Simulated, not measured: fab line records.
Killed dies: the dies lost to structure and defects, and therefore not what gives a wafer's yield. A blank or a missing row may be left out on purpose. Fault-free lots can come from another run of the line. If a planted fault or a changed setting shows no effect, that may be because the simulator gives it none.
Comparing a struck lot with a sound one / flow n5 finfet / 15 steps out of a route of 1938
Sound: the wafers L827.2, L827.3, L827.5. Struck: wafer L840.3. (L840.4, L840.5 of the same lot were not struck and are left out.) The cause comes at the end.
For every step that has rows: the tool of each side, followed by ch and its chambers, followed by its first start. Under that, the readings that differ: sound wafers / struck wafers / difference of the means / sigmas: that difference in standard deviations of wafers without a fault.
alike: a reading whose means differ by less than 2 such deviations, as well as words and numbers matching on both sides. not compared: withheld readings; readings where some wafer has no value; bounds like >300 that might hide an equal value; numbers whose values overlap and for which the record gives no deviation.
The two part at a step that has a row with sigmas, a row that says differs or no value, or rows on one side only. Numbers that have no deviation but don't overlap get no sigmas and don't part them. Lack of a reading on every wafer of one side parts them only where that side has two or more wafers.

N5_FIN_SAQP_HM_OPEN_73: chemistry CHF3/O2, target SiO2, stops on a-Si, target depth 12 nm, time 16.8 s.
  sound on rie diel-05 ch 0,1,3, day 3 03:55; struck on rie diel-05 ch 2, day 6 11:08
  alike: drypump motor current A, oes product au, rf vpp V, showerhead plenum p Torr, throttle valve pct
  not compared: rf hours counter h
then, 1 step without rows for these wafers: N5_FIN_SAQP_STRIP_74 (strips in CHF3/O2).
N5_FIN_SAQP_MANDREL_ETCH_22: etches a-Si in HBr/Cl2, stops on SiNx, target depth 60 nm, bt time 10 s, time 30 s.
  sound on rie si-06 ch 1,2,3, day 3 04:01; struck on rie si-02 ch 3, day 6 11:14
  alike: drypump motor current A, oes product au, throttle valve pct
  not compared: rf hours counter h
then, 3 steps without rows for these wafers: N5_FIN_SAQP_STRIP_55 (strips in N2/H2); N5_FIN_SAQP_STRIP_23 (strips in SPM, time 750 s); N5_FIN_SAQP_SRD_66 (time 30 s).
N5_FIN_SAQP_RECESS_75: chemistry HF/NH3, target SiO2, target depth 14.4 nm, afs cycles 3, sublimation time 60 s.
  sound on vapor etch-02 ch 0,1, day 3 04:34; struck on vapor etch-02 ch 1, day 6 12:04
  alike: drypump motor current A
then, 3 steps without rows for these wafers: N5_FIN_SAQP_SPACER1_ALD_24 (deposits SiO2, target thk 20.3 nm, pulse time 1 s, purge time 2 s); N5_FIN_SAQP_SPACER1_ETCHBACK_25 (etches SiO2 in CHF3/O2, target depth 24.4 nm, time 12.2 s); N5_FIN_SAQP_MANDREL1_REMOVE_56 (chemistry HBr/Cl2/O2, target a-Si, stops on SiNx, bt time 10 s).
N5_FIN_SAQP_CD_MEAS_27 targets a cd of 20 nm.
  sound on cd sem-01 ch 0, day 3 06:07; struck on cd sem-01 ch 0, day 6 13:20
  alike: cd nm
N5_FIN_SAQP_ETCH_57: etches SiNx in CH3F/O2, target depth 32.5 nm, time 46.4 s.
  sound on rie diel-03 ch 1,2, day 3 06:12; struck on rie diel-05 ch 0, day 6 13:32
reading=showerhead plenum p Torr (Torr); sound=1.96 1.96 1.96; struck=2.10; difference=+0.14; sigmas=+2
reading=throttle valve pct (%); sound=16.52 16.53 16.53; struck=15.87; difference=-0.66; sigmas=-2
  alike: drypump motor current A, etch rf on time s, oes product au, rf vpp V
  not compared: rf hours counter h
N5_FIN_SAQP_ETCH_65: etches SiO2 in CF4, target depth 4 nm, time 4.4 s.
  sound on rie si-04 ch 0,1,2, day 3 06:19; struck on rie si-04 ch 1, day 6 13:38
reading=oes product au (a.u.); sound=0.987 0.990 1.014; struck=1.280; difference=+0.283; sigmas=+14
reading=throttle valve pct (%); sound=22.17 21.43 21.23; struck=22.27; difference=+0.66; sigmas=+2
reading=model.etch.depth nm (nm); sound=3.932 4.047 3.962; struck=5.839; difference=+1.859; sigmas=
  alike: drypump motor current A
  not compared: rf hours counter h
N5_FIN_SAQP_MANDREL_ETCH_58: etches a-Si in HBr/Cl2, stops on SiNx, target depth 45 nm, bt time 10 s, time 27 s.
  sound on rie si-04 ch 0,1,2, day 3 06:20; struck on rie si-04 ch 1, day 6 13:41
  alike: drypump motor current A, oes product au, throttle valve pct
  not compared: rf hours counter h
-- record jumps: 10 days separate the struck wafers' starts on either side; left off in module FIN_SAQP, taken up again in module PASSIVATION, whose first shown step is the route's number 1936 --
N5_PASSIVATION_PROBE_49:
  sound on prober-02, day 13 06:41; struck on prober-01, day 16 22:29
  alike: killed_at_M0_to_M3, killed_at_M4_up, killed at contacts, killed at front end, killed at other, killed dies, killed open, killed short

== WHERE THEY PART ==
Last at N5_FIN_SAQP_ETCH_65 as far as this record goes, first at N5_FIN_SAQP_ETCH_57. Later steps at which nothing parts them and some readings are alike: N5_FIN_SAQP_MANDREL_ETCH_58, N5_PASSIVATION_PROBE_49.

WHY: whatever the simulator had introduced
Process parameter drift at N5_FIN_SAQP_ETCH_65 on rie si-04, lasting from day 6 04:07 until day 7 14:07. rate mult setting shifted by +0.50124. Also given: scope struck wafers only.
